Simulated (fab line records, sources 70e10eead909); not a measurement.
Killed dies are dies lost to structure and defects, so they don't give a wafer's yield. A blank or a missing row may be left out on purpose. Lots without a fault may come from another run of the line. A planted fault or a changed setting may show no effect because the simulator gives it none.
fab line records | flow nand_harc
record lots=12 wafers=36 last_day=33
route steps=1302 shown P_M0@272 P_M1@292 END@1302
lots that met no fault: from a run of the same line without faults
start_h: hours from the record's first day to the start of the lot's first wafer shown | wait_h: hours since the lot's step before | " the same as in the row above | L1.1+2: a row that stands for several wafers | - no value, or no start given | * or withheld: withheld | < > ~ a bound
route shown NAME@n: a module of which the file shows steps, and the number in the route of the first | usual: mean/standard deviation of fault-free wafers | same: alike in all rows | chamber/n: place in a boat | sites: the reading at each site | _std_site: their standard deviation | _edge_site: outer sites' mean less inner sites' | radius_mm: how far each site lies from the wafer's centre | mask NAME#n: copy n | behind: the tool/chamber that last shaped the wafer | hold: why the lot was held/for how many hours/how that ended | device: the transistor (n, p or np) that didn't switch | end of line: the same wafers' tests at the end of the route | a step without rows: its recipe alone | killed: dies lost to structure and defects at the first sort, not the wafer's yield | map: a wafer's dies, x killed, . not, _ none there
set.NAME: the setting as run; set.NAME@STEP: as run at that earlier step | model.NAME: the simulator's own value behind a step, which no gauge read
steps of the route over a sample of lots; a table a step, a row a wafer
services: from which hour (start_h, from the record's first day; less than 0 if before it) a tool's chamber was out of use, for how many hours, and why
## steps
# step NHARC_P_M0_DEGAS_28
# recipe temp_c=250 time_s=60
# usual heater_power_w=338/40
# same time_s=60
# columns lot.wafer tool chamber start_h wait_h heater_power_w
L187.3 pvd_sputter-01 - 130.62 - 394
L187.2 " - " " 346
L187.1 " - " " 328
L188.1 pvd_sputter-03 - 131.55 - 341
L188.3 " - " " 269
L188.5 " - " " 341
L190.4 pvd_sputter-02 - 150.54 - 339
L190.2 " - " " 399
L190.6 " - " " 309
L194.3 pvd_sputter-02 - 193.30 - 308
L194.1 " - " " 280
L194.5 " - " " 316
L195.3 pvd_sputter-02 - 210.24 - 342
L195.1 " - " " 395
L195.2 " - " " 285
L199.2 pvd_sputter-01 - 240.56 - 338
L199.1 " - " " 360
L199.5 " - " " 325
L203.3 pvd_sputter-03 - 291.73 - 270
L203.1 " - " " 351
L203.6 " - " " 370
L204.2 pvd_sputter-02 - 292.56 - 327
L204.3 " - " " 384
L204.4 " - " " 291
L205.2 pvd_sputter-03 - 309.56 - 337
L205.3 " - " " 267
L205.4 " - " " 383
L206.1 pvd_sputter-01 - 314.42 - 398
L206.3 " - " " 357
L206.4 " - " " 337
L207.3 pvd_sputter-03 - 327.43 - 270
L207.1 " - " " 337
L207.6 " - " " 371
L209.1 pvd_sputter-01 - 340.87 - 364
L209.2 " - " " 327
L209.5 " - " " 353
# step NHARC_P_M0_PRE_CLEAN_31
# recipe time_s=12 temp_c=370 rf_power_w=300 gas=NH3
# usual heater_power_w=613/53
# same time_s=12
# columns lot.wafer tool chamber start_h wait_h heater_power_w
L187.3 pecvd-02 1 132.36 0.1 629
L187.2 " 2 " " 602
L187.1 " 0 " " 597
L188.1 pecvd-02 1 133.18 0.1 614
L188.3 " 0 " " 617
L188.5 " 2 " " 610
L190.2 pecvd-01 1 152.17 0.1 664
L190.4 " 2 " " 566
L190.6 " 0 " " 663
L194.1 pecvd-02 1 194.93 0.1 666
L194.3 " 2 " " 597
L194.5 " 2 " " 604
L195.1 pecvd-02 1 211.86 0.1 614
L195.3 " 2 " " 522
L195.2 " 0 " " 617
L199.2 pecvd-02 2 242.17 0.1 590
L199.1 " 0 " " 538
L199.5 " 2 " " 595
L203.1 pecvd-01 0 293.36 0.1 696
L203.3 " 1 " " 670
L203.6 " 0 " " 694
L204.2 pecvd-02 1 294.20 0.1 579
L204.3 " 2 " " 619
L204.4 " 0 " " 563
L205.2 pecvd-04 2 311.18 0.1 673
L205.3 " 1 " " 587
L205.4 " 0 " " 633
L206.3 pecvd-02 0 316.08 0.1 608
L206.1 " 1 " " 637
L206.4 " 2 " " 602
L207.1 pecvd-02 2 329.09 0.1 515
L207.3 " 1 " " 586
L207.6 " 1 " " 567
L209.2 pecvd-02 0 342.51 0.1 661
L209.1 " 1 " " 587
L209.5 " 2 " " 596
# step NHARC_P_M1_EXPOSE_06
# recipe na=1.35 target_cd_nm=130 dose_mj=81.88 mask_id=P_M1
# usual reticle_temp_C=23.00/0.09
# columns lot.wafer tool chamber start_h wait_h mask reticle_temp_C
L187.1 arfi_scanner-03 0 133.54 - P_M1#0 23.02
L187.2 " 0 " " P_M1#0 23.27
L187.3 " 0 " " P_M1#0 23.17
L188.1 arfi_scanner-03 0 134.24 - P_M1#0 22.96
L188.3 " 0 " " P_M1#0 22.89
L188.5 " 0 " " P_M1#0 22.96
L190.2 arfi_scanner-02 0 153.22 - P_M1#0 22.84
L190.4 " 0 " " P_M1#0 23.07
L190.6 " 0 " " P_M1#0 22.89
L194.1 arfi_scanner-03 0 200.00 - P_M1#0 22.99
L194.3 " 0 " " P_M1#0 22.85
L194.5 " 0 " " P_M1#0 22.87
L195.1 arfi_scanner-03 0 212.95 - P_M1#0 23.03
L195.2 " 0 " " P_M1#0 23.07
L195.3 " 0 " " P_M1#0 22.96
L199.1 arfi_scanner-01 0 243.35 - P_M1#0 23.07
L199.2 " 0 " " P_M1#0 23.00
L199.5 " 0 " " P_M1#0 23.14
L203.1 arfi_scanner-01 0 294.55 - P_M1#0 22.99
L203.3 " 0 " " P_M1#0 22.84
L203.6 " 0 " " P_M1#0 22.92
L204.2 arfi_scanner-02 0 295.37 - P_M1#0 23.03
L204.3 " 0 " " P_M1#0 22.89
L204.4 " 0 " " P_M1#0 22.95
L205.2 arfi_scanner-03 0 312.34 - P_M1#0 23.04
L205.3 " 0 " " P_M1#0 23.13
L205.4 " 0 " " P_M1#0 23.15
L206.1 arfi_scanner-02 0 317.24 - P_M1#0 23.09
L206.3 " 0 " " P_M1#0 22.80
L206.4 " 0 " " P_M1#0 22.96
L207.1 arfi_scanner-01 0 330.28 - P_M1#0 23.06
L207.3 " 0 " " P_M1#0 23.05
L207.6 " 0 " " P_M1#0 23.11
L209.1 arfi_scanner-01 0 343.57 - P_M1#0 22.99
L209.2 " 0 " " P_M1#0 22.84
L209.5 " 0 " " P_M1#0 23.05
# step NHARC_P_M1_CD_MEAS_09
# recipe target_cd_nm=130 landing_energy_ev=500
# usual cd_nm=129.8/0.48
# columns lot.wafer tool chamber start_h wait_h cd_nm
L187.1 cd_sem-03 0 133.67 - 129.9
L187.2 " 0 " " 129.7
L187.3 " 0 " " 129.7
L188.1 cd_sem-03 0 134.38 - 130.3
L188.3 " 0 " " 130.4
L188.5 " 0 " " 130.0
L190.2 cd_sem-01 0 153.36 - 128.9
L190.4 " 0 " " 129.1
L190.6 " 0 " " 129.9
L194.1 cd_sem-02 0 200.15 - 134.5
L194.3 " 0 " " 129.8
L194.5 " 0 " " 133.2
L195.1 cd_sem-03 0 213.09 - 133.4
L195.2 " 0 " " 129.7
L195.3 " 0 " " 129.8
L199.1 cd_sem-01 0 243.49 - 129.6
L199.2 " 0 " " 129.9
L199.5 " 0 " " 129.1
L203.1 cd_sem-02 0 294.69 - 129.9
L203.3 " 0 " " 129.6
L203.6 " 0 " " 129.9
L204.2 cd_sem-01 0 295.51 - 130.0
L204.3 " 0 " " 130.0
L204.4 " 0 " " 130.3
L205.2 cd_sem-03 0 312.48 - 129.7
L205.3 " 0 " " 129.9
L205.4 " 0 " " 129.5
L206.1 cd_sem-01 0 317.38 - 129.1
L206.3 " 0 " " 129.3
L206.4 " 0 " " 129.3
L207.1 cd_sem-01 0 330.42 - 129.5
L207.3 " 0 " " 129.0
L207.6 " 0 " " 129.7
L209.1 cd_sem-03 0 343.71 - 130.1
L209.2 " 0 " " 129.7
L209.5 " 0 " " 130.1
# step NHARC_P_M1_ETCH_28
# recipe target_depth_a=300 over_etch_frac=0.3 time_s=72.99 ion_energy_ev=150 cf4_flow_sccm=50 n2_flow_sccm=100 ar_flow_sccm=150 rf_w=300 bias_w=100 chemistry=CF4/N2
# usual drypump_motor_current_A=6.0/0.49 n2_flow_sccm=100.02/0.29 oes_product_au=0.998/0.0078 rf_vpp_V=313.9/2 showerhead_plenum_p_Torr=2.61/0.1 throttle_valve_pct=19.793/0.0088
# same time_s=72.99
# columns lot.wafer tool chamber start_h wait_h drypump_motor_current_A n2_flow_sccm oes_product_au rf_hours_counter_h rf_vpp_V showerhead_plenum_p_Torr throttle_valve_pct
L187.3 rie_diel-10 0 - - 6.3 99.66 0.989 4 315.8 2.65 19.791
L187.1 " 1 " " 6.5 99.86 0.990 4 310.5 2.51 19.810
L187.2 " 2 " " 6.0 100.04 0.995 3 315.5 2.71 19.796
L188.3 rie_diel-10 3 - - 6.6 99.91 0.989 4 313.9 2.67 19.799
L188.1 " 0 " " 6.4 99.84 1.005 4 315.5 2.65 19.803
L188.5 " 3 " " 6.5 100.21 0.989 - 315.2 2.67 19.782
L190.2 rie_diel-10 2 - - 6.0 99.79 1.001 4 314.5 2.71 19.774
L190.4 " 0 " " 6.4 99.98 0.995 5 313.8 2.65 19.793
L190.6 " 3 " " 6.6 100.17 0.993 - 316.1 2.67 19.779
L194.1 rie_diel-10 0 - - 6.4 100.21 0.988 8 314.3 2.64 19.782
L194.3 " 3 " " 6.6 99.80 1.003 9 315.9 2.67 19.798
L194.5 " 1 " " 6.5 99.70 0.997 - 311.7 2.50 19.783
L195.3 rie_diel-03 2 - - 5.9 99.74 1.001 8 314.2 2.68 19.803
L195.1 " 3 " " 4.8 99.80 0.994 5 311.3 2.53 19.801
L195.2 " 0 " " 5.7 100.04 0.979 7 316.6 2.79 19.801
L199.1 rie_diel-03 2 - - 5.9 100.29 1.000 10 315.8 2.68 19.774
L199.2 " 0 " " 5.7 100.32 0.995 10 317.7 2.79 19.809
L199.5 " 2 " " 5.9 100.47 0.999 - 314.0 2.68 19.801
L203.3 rie_diel-10 1 - - 6.5 100.13 1.000 2 311.4 2.50 19.791
L203.1 " 2 " " 6.0 100.48 1.002 2 316.3 2.70 19.790
L203.6 " 1 " " 6.5 100.36 0.994 - 312.4 2.50 19.794
L204.2 rie_diel-10 2 - - 6.0 100.13 1.020 2 315.9 2.70 19.795
L204.3 " 3 " " 6.6 100.33 1.016 3 314.6 2.67 19.807
L204.4 " 0 " " 6.4 100.32 0.999 2 314.4 2.64 19.784
L205.4 rie_diel-10 3 - - 6.5 100.52 0.994 3 314.4 2.67 19.791
L205.2 " 0 " " 6.4 100.19 1.002 3 313.5 2.64 19.797
L205.3 " 2 " " 6.0 99.72 1.000 3 314.9 2.70 19.790
L206.1 rie_diel-10 2 - - 5.9 100.56 1.003 3 313.9 2.70 19.771
L206.3 " 0 " " 6.4 99.79 1.007 3 314.1 2.64 19.814
L206.4 " 1 " " 6.5 99.98 1.004 2 311.0 2.50 19.787
L207.1 rie_diel-10 0 - - 6.4 100.21 1.006 3 313.4 2.64 19.797
L207.3 " 1 " " 6.5 100.17 0.992 3 311.3 2.50 19.791
L207.6 " 1 " " 6.5 100.16 0.997 - 311.9 2.50 19.785
L209.2 rie_diel-03 0 - - 5.7 99.76 0.999 3 316.1 2.79 19.791
L209.1 " 2 " " 5.9 100.42 0.997 4 315.4 2.67 19.804
L209.5 " 0 " " 5.7 99.88 0.989 - 316.5 2.79 19.798
# step NHARC_END_SORT_01
# recipe temp_c=25
# usual defect_limited_yield=90/3.3 killed_at_array=61/23 killed_at_other=1.3/1.4 killed_at_periphery=4.0/2.6 killed_dies=66/22 killed_open=3.4/1.8 killed_short=2.3/1.4
# same gross_dies=677
# columns lot.wafer tool chamber start_h wait_h defect_limited_yield[%] killed_at_array killed_at_other killed_at_periphery killed_dies killed_open killed_short
L188.1 prober-02 0 570.70 2.5 90 59 2 5 66 4 2
L188.3 prober-02 0 572.28 3.1 90 60 2 4 66 3 2
L188.5 prober-02 0 573.86 3.7 89 67 1 8 76 4 2
L187.1 prober-01 0 570.70 2.5 85 98 1 2 101 4 2
L187.2 prober-01 0 571.50 2.8 85 97 0 7 104 2 4
L187.3 prober-01 0 572.30 3.1 85 102 1 1 104 3 2
L190.2 prober-02 0 597.70 2.8 90 61 4 5 70 1 1
L190.4 prober-02 0 599.32 3.4 88 74 3 2 79 4 1
L190.6 prober-02 0 600.93 4.0 88 70 1 12 83 4 1
L194.1 prober-01 0 628.47 2.5 83 106 2 4 112 3 3
L194.3 prober-01 0 630.08 3.1 83 111 1 1 113 2 3
L194.5 prober-01 0 631.69 3.7 83 114 2 2 118 2 4
L195.1 prober-01 0 640.63 2.5 83 111 0 2 113 2 1
L195.2 prober-01 0 641.43 2.8 84 103 1 6 110 3 1
L195.3 prober-01 0 642.22 3.1 84 105 0 3 108 5 3
L199.1 prober-01 0 677.78 2.5 90 64 4 1 69 4 3
L199.2 prober-01 0 678.57 2.8 89 70 1 2 73 5 1
L199.5 prober-01 0 680.96 3.7 91 56 0 5 61 4 4
L203.1 prober-01 0 732.72 2.5 85 90 2 8 100 7 4
L203.3 prober-01 0 734.31 3.1 86 84 3 6 93 4 1
L203.6 prober-01 0 736.69 4.0 90 67 1 3 71 2 2
L204.2 prober-02 0 733.57 2.8 92 50 0 6 56 5 3
L204.3 prober-02 0 734.37 3.1 91 55 0 3 58 3 3
L204.4 prober-02 0 735.17 3.4 90 60 1 6 67 4 2
L206.1 prober-01 0 761.92 2.5 91 53 1 7 61 4 3
L206.3 prober-01 0 763.53 3.1 92 47 0 5 52 0 1
L206.4 prober-01 0 764.34 3.4 92 50 0 4 54 4 3
L205.2 prober-02 0 765.81 2.8 89 68 1 5 74 4 4
L205.3 prober-02 0 766.61 3.1 88 66 2 12 80 3 0
L205.4 prober-02 0 767.41 3.4 88 74 1 7 82 1 1
L209.1 prober-02 0 772.82 2.5 90 62 2 4 68 1 2
L209.2 prober-02 0 773.62 2.8 89 70 3 4 77 6 3
L209.5 prober-02 0 776.03 3.7 88 74 0 4 78 4 3
L207.1 prober-02 0 780.63 2.5 91 52 3 3 58 3 1
L207.3 prober-02 0 782.25 3.1 91 55 3 1 59 4 1
L207.6 prober-02 0 784.67 4.0 89 72 1 4 77 3 1
# killed by level:class
L188.1 A_CHANNEL_HOLE_D1:chamber_film_flake=36 A_CHANNEL_HOLE_D2:chamber_film_flake=6 A_CONTACT:chamber_film_flake=4 A_WL_FILL:chamber_film_flake=3 A_CONTACT:unspecified=3 A_BLC:geometric_particle:open=2 P_ZERO_WELL:chamber_film_flake=2 A_STAIRCASE:chamber_film_flake=2
L187.1 A_CHANNEL_HOLE_D2:chamber_film_flake=37 A_CHANNEL_HOLE_D1:chamber_film_flake=27 A_SLIT:chamber_film_flake=19 A_WL_FILL:chamber_film_flake=3 A_STAIRCASE:chamber_film_flake=2 A_CONTACT:chamber_film_flake=2 A_M0:chamber_film_flake=2 P_CONTACT:geometric_particle:open=1
L187.2 A_CHANNEL_HOLE_D2:chamber_film_flake=33 A_CHANNEL_HOLE_D1:chamber_film_flake=31 A_SLIT:chamber_film_flake=19 A_CHANNEL_FILL_D1:chamber_film_flake=4 P_STI:chamber_film_flake=2 P_CONTACT:chamber_film_flake=2 A_ZERO_WELL:chamber_film_flake=2 A_CONTACT:chamber_film_flake=2
L188.3 A_CHANNEL_HOLE_D1:chamber_film_flake=29 A_STAIRCASE:chamber_film_flake=11 A_CHANNEL_HOLE_D2:chamber_film_flake=7 A_CONTACT:unspecified=6 P_ZERO_WELL:chamber_film_flake=4 THIN_TSV:chamber_film_flake=2 A_ONON_D2:geometric_particle:short=1 A_CHANNEL_FILL_D2:geometric_particle:open=1
L187.3 A_SLIT:chamber_film_flake=33 A_CHANNEL_HOLE_D2:chamber_film_flake=29 A_CHANNEL_HOLE_D1:chamber_film_flake=24 A_CONTACT:chamber_film_flake=3 A_M0:chamber_film_flake=3 A_CHANNEL_FILL_D1:chamber_film_flake=2 A_STAIRCASE:chamber_film_flake=2 A_SOURCE_PLATE:geometric_particle:short=1
L188.5 A_CHANNEL_HOLE_D1:chamber_film_flake=36 A_CHANNEL_HOLE_D2:chamber_film_flake=14 A_CONTACT:unspecified=6 A_STAIRCASE:chamber_film_flake=5 P_ZERO_WELL:chamber_film_flake=3 A_CHANNEL_FILL_D2:geometric_particle:short=2 P_M1:chamber_film_flake=2 P_CONTACT:geometric_particle:open=1
L190.2 A_CHANNEL_HOLE_D2:chamber_film_flake=26 A_SLIT:chamber_film_flake=19 A_CONTACT:chamber_film_flake=11 THIN_TSV:chamber_film_flake=4 P_STI:chamber_film_flake=3 A_STAIRCASE:chamber_film_flake=2 A_CHANNEL_HOLE_D1:geometric_particle:open=1 A_WL_FILL:geometric_particle:short=1
L190.4 A_SLIT:chamber_film_flake=28 A_CHANNEL_HOLE_D2:chamber_film_flake=28 A_CONTACT:chamber_film_flake=6 THIN_TSV:chamber_film_flake=3 A_M0:geometric_particle:open=2 A_CHANNEL_HOLE_D1:chamber_film_flake=2 A_CHANNEL_FILL_D1:chamber_film_flake=2 P_M1:geometric_particle:open=1
L190.6 A_CHANNEL_HOLE_D2:chamber_film_flake=30 A_SLIT:chamber_film_flake=27 A_CONTACT:chamber_film_flake=5 P_GATE:chamber_film_flake=4 P_CONTACT:chamber_film_flake=4 A_CHANNEL_HOLE_D1:chamber_film_flake=4 P_M1:geometric_particle:open=3 A_ONON_D2:geometric_particle:short=1
L194.1 A_SLIT:chamber_film_flake=36 A_CHANNEL_HOLE_D1:chamber_film_flake=34 A_CHANNEL_HOLE_D2:chamber_film_flake=29 A_CONTACT:chamber_film_flake=3 A_STAIRCASE:chamber_film_flake=2 THIN_TSV:chamber_film_flake=2 P_GATE:geometric_particle:open=1 P_M0:geometric_particle:open=1
L194.3 A_SLIT:chamber_film_flake=37 A_CHANNEL_HOLE_D2:chamber_film_flake=34 A_CHANNEL_HOLE_D1:chamber_film_flake=31 A_ONON_D2:geometric_particle:short=2 A_STAIRCASE:chamber_film_flake=2 A_CONTACT:chamber_film_flake=2 P_M0:geometric_particle:open=1 A_DECK1_JOINT:geometric_particle:short=1
L194.5 A_SLIT:chamber_film_flake=41 A_CHANNEL_HOLE_D1:chamber_film_flake=33 A_CHANNEL_HOLE_D2:chamber_film_flake=30 A_CONTACT:chamber_film_flake=5 THIN_TSV:chamber_film_flake=2 P_GATE:geometric_particle:short=1 P_GATE:geometric_particle:open=1 A_CHANNEL_FILL_D1:geometric_particle:short=1
L195.1 A_CHANNEL_HOLE_D2:chamber_film_flake=39 A_CHANNEL_HOLE_D1:chamber_film_flake=35 A_SLIT:chamber_film_flake=30 A_STAIRCASE:chamber_film_flake=2 A_ONON_D1:geometric_particle:short=1 A_DECK1_JOINT:geometric_particle:open=1 A_M0:geometric_particle:open=1 P_STI:chamber_film_flake=1
L195.2 A_SLIT:chamber_film_flake=35 A_CHANNEL_HOLE_D1:chamber_film_flake=32 A_CHANNEL_HOLE_D2:chamber_film_flake=32 P_CONTACT:geometric_particle:open=2 P_CONTACT:chamber_film_flake=2 A_STAIRCASE:chamber_film_flake=2 P_M0:geometric_particle:open=1 A_WL_FILL:geometric_particle:short=1
L195.3 A_SLIT:chamber_film_flake=37 A_CHANNEL_HOLE_D1:chamber_film_flake=30 A_CHANNEL_HOLE_D2:chamber_film_flake=30 P_CONTACT:geometric_particle:open=2 A_DECK1_JOINT:geometric_particle:open=2 A_STAIRCASE:chamber_film_flake=2 P_CONTACT:geometric_particle:short=1 A_CHANNEL_FILL_D1:geometric_particle:open=1
L199.1 A_SLIT:chamber_film_flake=28 A_CHANNEL_HOLE_D2:chamber_film_flake=16 A_CHANNEL_HOLE_D1:chamber_film_flake=6 A_CONTACT:chamber_film_flake=5 THIN_TSV:chamber_film_flake=3 A_ONON_D1:geometric_particle:open=1 A_SGD_CUT:geometric_particle:short=1 A_WL_FILL:geometric_particle:short=1
L199.2 A_SLIT:chamber_film_flake=31 A_CHANNEL_HOLE_D2:chamber_film_flake=13 A_CONTACT:chamber_film_flake=11 A_CHANNEL_HOLE_D1:chamber_film_flake=5 A_M0:geometric_particle:open=2 A_STAIRCASE:chamber_film_flake=2 A_WL_FILL:chamber_film_flake=2 P_STI:geometric_particle:open=1
L199.5 A_SLIT:chamber_film_flake=23 A_CHANNEL_HOLE_D2:chamber_film_flake=13 A_STAIRCASE:chamber_film_flake=6 A_CONTACT:chamber_film_flake=6 A_CHANNEL_FILL_D1:geometric_particle:open=2 A_CHANNEL_FILL_D2:geometric_particle:short=2 A_CHANNEL_HOLE_D1:chamber_film_flake=2 P_STI:geometric_particle:short=1
L203.1 A_SLIT:chamber_film_flake=36 A_CHANNEL_HOLE_D1:chamber_film_flake=35 A_DECK1_JOINT:chamber_film_flake=6 A_CONTACT:chamber_film_flake=4 P_STI:chamber_film_flake=3 A_CHANNEL_FILL_D1:geometric_particle:open=2 A_WL_FILL:geometric_particle:short=2 P_CONTACT:geometric_particle:open=1
L204.2 A_CHANNEL_HOLE_D2:chamber_film_flake=21 A_STAIRCASE:chamber_film_flake=8 A_CHANNEL_HOLE_D1:chamber_film_flake=7 A_SLIT:chamber_film_flake=5 P_GATE:geometric_particle:short=2 A_M0:geometric_particle:open=2 P_GATE:chamber_film_flake=2 A_WL_FILL:chamber_film_flake=2
L203.3 A_CHANNEL_HOLE_D1:chamber_film_flake=39 A_SLIT:chamber_film_flake=29 A_CONTACT:chamber_film_flake=5 A_STAIRCASE:chamber_film_flake=3 THIN_TSV:chamber_film_flake=3 P_STI:chamber_film_flake=2 P_M1:chamber_film_flake=2 A_DECK1_JOINT:chamber_film_flake=2
L204.3 A_CHANNEL_HOLE_D2:chamber_film_flake=25 A_STAIRCASE:chamber_film_flake=7 A_CONTACT:chamber_film_flake=7 A_CHANNEL_HOLE_D1:chamber_film_flake=6 A_SLIT:chamber_film_flake=3 P_CONTACT:geometric_particle:short=2 A_WL_FILL:chamber_film_flake=2 A_SGD_CUT:geometric_particle:open=1
L204.4 A_CHANNEL_HOLE_D2:chamber_film_flake=29 A_STAIRCASE:chamber_film_flake=10 A_CHANNEL_HOLE_D1:chamber_film_flake=7 A_CONTACT:chamber_film_flake=5 A_M0:geometric_particle:short=2 P_GATE:chamber_film_flake=2 A_SLIT:chamber_film_flake=2 A_WL_FILL:chamber_film_flake=2
L203.6 A_SLIT:chamber_film_flake=30 A_CHANNEL_HOLE_D1:chamber_film_flake=22 A_CONTACT:chamber_film_flake=4 A_CHANNEL_FILL_D1:chamber_film_flake=3 A_STAIRCASE:chamber_film_flake=2 A_ONON_D1:geometric_particle:short=1 A_CHANNEL_HOLE_D2:geometric_particle:short=1 A_CHANNEL_FILL_D2:geometric_particle:open=1
L206.1 A_CHANNEL_HOLE_D1:chamber_film_flake=39 A_SLIT:chamber_film_flake=5 P_CONTACT:geometric_particle:open=2 P_GATE:chamber_film_flake=2 A_DECK1_JOINT:chamber_film_flake=2 A_CONTACT:chamber_film_flake=2 P_M1:geometric_particle:open=1 A_CHANNEL_HOLE_D1:geometric_particle:short=1
L206.3 A_CHANNEL_HOLE_D1:chamber_film_flake=32 A_SLIT:chamber_film_flake=7 A_STAIRCASE:chamber_film_flake=4 A_CONTACT:chamber_film_flake=3 P_ZERO_WELL:chamber_film_flake=2 P_BONDPAD:chamber_film_flake=2 A_CHANNEL_HOLE_D1:geometric_particle:short=1 P_STI:chamber_film_flake=1
L206.4 A_CHANNEL_HOLE_D1:chamber_film_flake=26 A_SLIT:chamber_film_flake=8 A_CONTACT:chamber_film_flake=4 A_CHANNEL_FILL_D1:geometric_particle:open=3 A_CHANNEL_FILL_D1:geometric_particle:short=2 P_ZERO_WELL:chamber_film_flake=2 A_CHANNEL_HOLE_D2:chamber_film_flake=2 A_CHANNEL_HOLE_D1:geometric_particle:short=1
L205.2 A_SLIT:chamber_film_flake=27 A_CHANNEL_HOLE_D2:chamber_film_flake=15 A_CHANNEL_HOLE_D1:chamber_film_flake=11 P_CONTACT:chamber_film_flake=4 A_ONON_D1:geometric_particle:short=3 A_ONON_D1:geometric_particle:open=3 A_CONTACT:chamber_film_flake=3 A_STAIRCASE:chamber_film_flake=2
L205.3 A_CHANNEL_HOLE_D2:chamber_film_flake=27 A_SLIT:chamber_film_flake=19 P_CONTACT:chamber_film_flake=10 A_CHANNEL_HOLE_D1:chamber_film_flake=10 A_CONTACT:chamber_film_flake=3 A_M1:geometric_particle:open=2 A_CHANNEL_FILL_D1:chamber_film_flake=2 THIN_TSV:chamber_film_flake=2
L205.4 A_CHANNEL_HOLE_D2:chamber_film_flake=33 A_SLIT:chamber_film_flake=22 A_CHANNEL_HOLE_D1:chamber_film_flake=9 P_CONTACT:chamber_film_flake=6 A_CONTACT:chamber_film_flake=6 A_DECK1_JOINT:geometric_particle:open=1 A_SGD_CUT:geometric_particle:short=1 P_ZERO_WELL:chamber_film_flake=1
L209.1 A_SLIT:chamber_film_flake=26 A_CHANNEL_HOLE_D2:chamber_film_flake=19 A_CONTACT:chamber_film_flake=12 P_STI:chamber_film_flake=2 P_GATE:chamber_film_flake=2 HYBRID_BOND:chamber_film_flake=2 A_ONON_D2:geometric_particle:short=1 A_CHANNEL_HOLE_D2:geometric_particle:open=1
L209.2 A_SLIT:chamber_film_flake=32 A_CHANNEL_HOLE_D2:chamber_film_flake=20 A_CONTACT:chamber_film_flake=6 A_SGD_CUT:chamber_film_flake=4 P_CONTACT:geometric_particle:open=2 A_M1:chamber_film_flake=2 HYBRID_BOND:chamber_film_flake=2 P_M1:geometric_particle:short=1
L209.5 A_CHANNEL_HOLE_D2:chamber_film_flake=27 A_SLIT:chamber_film_flake=25 A_CONTACT:chamber_film_flake=11 P_CONTACT:geometric_particle:open=2 A_CHANNEL_HOLE_D2:geometric_particle:short=2 A_M1:chamber_film_flake=2 A_SGD_CUT:chamber_film_flake=2 P_GATE:geometric_particle:open=1
L207.1 A_SLIT:chamber_film_flake=25 A_CHANNEL_HOLE_D1:chamber_film_flake=13 A_CONTACT:chamber_film_flake=6 A_STAIRCASE:chamber_film_flake=4 THIN_TSV:chamber_film_flake=3 P_CONTACT:geometric_particle:open=1 A_CHANNEL_FILL_D2:geometric_particle:open=1 A_CHANNEL_FILL_D2:geometric_particle:short=1
L207.3 A_SLIT:chamber_film_flake=31 A_CONTACT:chamber_film_flake=7 A_STAIRCASE:chamber_film_flake=6 A_CHANNEL_HOLE_D1:chamber_film_flake=5 THIN_TSV:chamber_film_flake=3 A_CHANNEL_FILL_D1:chamber_film_flake=2 P_M0:geometric_particle:open=1 A_ONON_D1:geometric_particle:open=1
L207.6 A_SLIT:chamber_film_flake=33 A_CHANNEL_HOLE_D1:chamber_film_flake=16 A_CONTACT:chamber_film_flake=12 A_STAIRCASE:chamber_film_flake=4 A_CHANNEL_FILL_D1:chamber_film_flake=2 A_WL_FILL:chamber_film_flake=2 P_GATE:geometric_particle:short=1 P_M0:geometric_particle:open=1
## services
# columns tool chamber start_h hours kind
rie_diel-03 3 109.27 19.2 repair
arfi_scanner-03 - 120.58 4.4 repair
arfi_scanner-01 - 127.57 2.0 repair
pvd_sputter-03 - 133.99 0.9 repair
pvd_sputter-03 - 136.72 0.8 repair
arfi_scanner-01 - 146.13 0.6 repair
arfi_scanner-01 - 156.30 0.2 repair
pvd_sputter-03 - 165.47 0.7 repair
pvd_sputter-03 - 170.10 10.0 pm
pvd_sputter-01 - 175.57 34.0 repair
arfi_scanner-01 - 176.67 3.1 repair
pvd_sputter-03 - 181.18 4.1 repair
rie_diel-10 2 185.12 8.0 repair
arfi_scanner-03 - 196.00 4.0 pm
arfi_scanner-01 - 210.07 1.5 repair
arfi_scanner-03 - 223.58 2.6 repair
pvd_sputter-01 - 226.00 10.0 pm
pecvd-02 - 227.11 13.0 pm
rie_diel-10 - 242.50 9.0 pm
arfi_scanner-01 - 252.00 4.0 pm
pvd_sputter-02 - 282.02 10.0 pm
arfi_scanner-01 - 306.12 8.9 repair
arfi_scanner-03 - 322.38 1.1 repair
rie_diel-10 2 334.37 2.5 repair
## key
first_sign step=NHARC_P_M1_CD_MEAS_09 reading=cd_nm direction=up sigmas=8.1 usual=129.8 struck=133.7
effect none on later readings
met_at NHARC_P_M1_EXPOSE_06
struck_lots L194,L195
struck_wafers L194.1,L194.5,L195.1
not_acting_at NHARC_P_M0_DEGAS_28,NHARC_P_M0_PRE_CLEAN_31,NHARC_P_M1_ETCH_28
onset_between 134.24 200.00
fault kind=process_parameter_drift tool=arfi_scanner-03 chamber=- onset_h=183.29 steps=NHARC_P_M1_EXPOSE_06 channel=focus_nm offset=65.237 shape=step end_h=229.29 scope=struck_wafers_only
